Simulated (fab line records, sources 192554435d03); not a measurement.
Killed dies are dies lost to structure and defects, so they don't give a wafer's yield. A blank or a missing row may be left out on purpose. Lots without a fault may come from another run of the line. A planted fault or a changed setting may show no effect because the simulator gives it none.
Chamber matching | flow n5_finfet | N5_GATE_CUT_STRIP_59 on rie_diel-02: 4 sister chambers
The step strips in N2/H2, time 20 s. 4 wafers are shown with their chamber, then 7 later ones without.

WAFERS WITH THEIR CHAMBER
wafer  | chamber | showerhead_plenum_p_Torr (Torr)
L086.2 | 0       | 3.47
L086.4 | 2       | 3.43
L093.1 | 3       | 3.23
L093.4 | 1       | 3.29

WAFERS WITHOUT THEIR CHAMBER
wafer  | showerhead_plenum_p_Torr (Torr)
L093.6 | 3.29
L095.3 | 3.23
L095.5 | 3.23
L095.6 | 3.46
L096.1 | 3.29
L096.4 | 3.42
L096.6 | 3.46

WHICH CHAMBER EACH WENT THROUGH
wafer  | from the rows above | in truth
L093.6 | 1                   | 1
L095.3 | 3                   | 3
L095.5 | 3                   | 3
L095.6 | 0                   | 0
L096.1 | 1                   | 1
L096.4 | 2                   | 2
L096.6 | 0                   | 0
Placed correctly: 7 of 7. Can't be placed from these rows: 0. Placed wrongly: 0.
How it was worked out, from the rows above alone: a wafer's distance from a chamber is the root of the sum, over the readings, of the square of ((its reading less the chamber's mean) divided by the reading's scatter). The wafer belongs to the nearest chamber; if the next one is less than 2 further off, it can't be placed. A chamber's mean is the mean of its shown wafers. The scatter: with one shown wafer a chamber, the root of the mean of the squares of how far each hidden wafer lies from its nearest shown one.
